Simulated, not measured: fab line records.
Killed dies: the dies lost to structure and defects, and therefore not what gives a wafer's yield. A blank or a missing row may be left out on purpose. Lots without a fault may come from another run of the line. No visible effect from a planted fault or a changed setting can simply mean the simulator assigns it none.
What tool caused it?    flow n5_finfet    Sampling: 10 lots, 27 wafers, 2 of 1938 route steps

## WHAT THE GAUGES READ, wafer by wafer
N5_BEOL_M0_SAQP_OVL_MEAS_41.
lot   measured      on          M0_CUT1_OVL (nm)
L913  day 6 14:43   overlay-02  0.1 0.4 0.5
L914  day 6 17:28   overlay-01  -0.9 -0.7 -0.4
L916  day 7 03:55   overlay-01  -0.9 -0.7 -0.8
L917  day 7 10:04   overlay-02  0.4 -1.8
L919  day 7 18:20   overlay-01  0.4 0.5 -0.6
L920  day 8 00:58   overlay-01  0.0 -0.2 0.3
L921  day 8 10:29   overlay-01  -0.7 0.3
L928  day 10 06:12  overlay-01  7.7 7.2 7.5
L930  day 10 14:51  overlay-02  7.6 8.4 8.3
L932  day 11 03:21  overlay-02  0.7 1.0

## WHICH TOOL RAN EACH LOT (tool, then ch and the chambers of the sampled wafers, then the start)
lot   N5_BEOL_M0_SAQP_EXPOSE_37
L913  euv_scanner-01 ch 0, day 6 14:34
L914  euv_scanner-01 ch 0, day 6 17:17
L916  euv_scanner-02 ch 0, day 7 03:45
L917  euv_scanner-02 ch 0, day 7 09:55
L919  euv_scanner-01 ch 0, day 7 18:11
L920  euv_scanner-01 ch 0, day 8 00:49
L921  euv_scanner-01 ch 0, day 8 10:19
L928  euv_scanner-01 ch 0, day 10 06:02
L930  euv_scanner-01 ch 0, day 10 14:41
L932  euv_scanner-02 ch 0, day 11 03:11
- N5_BEOL_M0_SAQP_EXPOSE_37: exposes mask M0 CUT1, target cd 30 nm.

## THE ANSWER, worked out from the rows above alone
Rule: what is usual is taken from the lots themselves. Put in order of their means at a reading, lots are off if they are a third of the lots or fewer, leave a main group of 4 or more, and stand apart from it by a gap of 3 or more times the standard deviation of the main group's means; of several such gaps the widest counts. A main group whose means are all the same, to the digits that the tables above print for the reading, isn't used. Also off: a lot with no number at a reading for which 4 or more lots have one. All remaining lots with rows at the step are treated as sound.
Off: at N5_BEOL_M0_SAQP_OVL_MEAS_41 (M0_CUT1_OVL), L928, L930. The main group: mean -0.1 nm, standard deviation 0.54.
A tool fits if, at a process step before that reading, it ran every lot that is off, and no sound lot after the first of them. Gauges at N5_BEOL_M0_SAQP_OVL_MEAS_41: tried the same way as those tools. One fits: euv_scanner-01 at N5_BEOL_M0_SAQP_EXPOSE_37. A fault onset in the window from L921 (day 8 10:19, its last sound lot) to L928 (day 10 06:02, its first lot off) fits.

## WHAT THE SIMULATOR HAD INSERTED
Scanner matching overlay: euv_scanner-01, from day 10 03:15 on, at N5_BEOL_M0_SAQP_EXPOSE_37. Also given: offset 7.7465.
Lots struck among those shown: L928, L930. The rule given above showed the same thing.
